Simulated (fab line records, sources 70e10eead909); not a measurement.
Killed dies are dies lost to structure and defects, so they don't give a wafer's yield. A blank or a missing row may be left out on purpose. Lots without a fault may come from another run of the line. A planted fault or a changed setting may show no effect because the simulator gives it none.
One fault seen from 2 desks | flow nand_harc | each desk has only its own numbers; what lay behind them comes last

THE METROLOGY DESK
What the gauges read, lot by lot, whatever tool the lot ran on: means of the sampled wafers that have a number. A lot is out of limits, marked OUT, if its mean lies more than 4 standard deviations from the usual mean; the brackets give that distance.
Columns: A = cd_nm at NHARC_P_M2_CD_MEAS_16, usual 170.0 nm; B = thk_nm at NHARC_P_M2_THK_MEAS_24, usual 144.7 nm; C = thk_nm at NHARC_P_BONDPAD_THK_MEAS_33, usual 200.1 nm; D = cd_nm at NHARC_P_BONDPAD_CD_MEAS_09, usual 499.0 nm; E = overlay_x_nm at NHARC_P_BONDPAD_OVL_MEAS_38, usual 0 nm; F = overlay_y_nm at NHARC_P_BONDPAD_OVL_MEAS_38, usual 1 nm; G = cd_nm at NHARC_P_BONDPAD_CD_MEAS_13, usual 498.6 nm
lot  | first seen here | A     | B     | C     | D     | E  | F | G
L440 | day 6 09:15     | 169.7 | 143.4 | 200.5 | 500.9 | -5 | 2 | 500.5
L444 | day 8 06:25     | 169.8 | 145.2 | 198.7 | 498.9 | 5  | 3 | 498.5
L447 | day 9 07:44     | 170.0 | 147.5 | 202.5 | 496.0 | 3  | 9 | 495.9
L452 | day 11 07:32    | 170.0 | 143.1 | 200.4 | 498.0 | 2  | 8 | 497.8
L462 | day 15 17:14    | 170.1 | 146.2 | 201.8 | 498.9 | -7 | 0 | 498.7
This desk's finding: nothing out of limits on any of the 5 lots.

THE DEFECT DESK
What the inspections along the route counted, lot by lot: means of the sampled wafers that have a number. A lot is out of limits, marked OUT, if its mean lies more than 4 standard deviations from the usual mean; the brackets give that distance.
Columns: A = raw_defect_count at NHARC_P_M2_INSPECT_11, usual 4.6
lot  | first seen here | A
L440 | day 6 08:53     | 4.3
L444 | day 8 06:03     | 3.3
L447 | day 9 07:23     | 6.0
L452 | day 11 06:41    | 4.0
L462 | day 15 16:53    | 3.7
This desk's finding: nothing out of limits on any of the 5 lots.

PUT TOGETHER
The metrology desk saw nothing out of limits.
The defect desk saw nothing out of limits.

WHAT THE SIMULATOR HAD PUT IN
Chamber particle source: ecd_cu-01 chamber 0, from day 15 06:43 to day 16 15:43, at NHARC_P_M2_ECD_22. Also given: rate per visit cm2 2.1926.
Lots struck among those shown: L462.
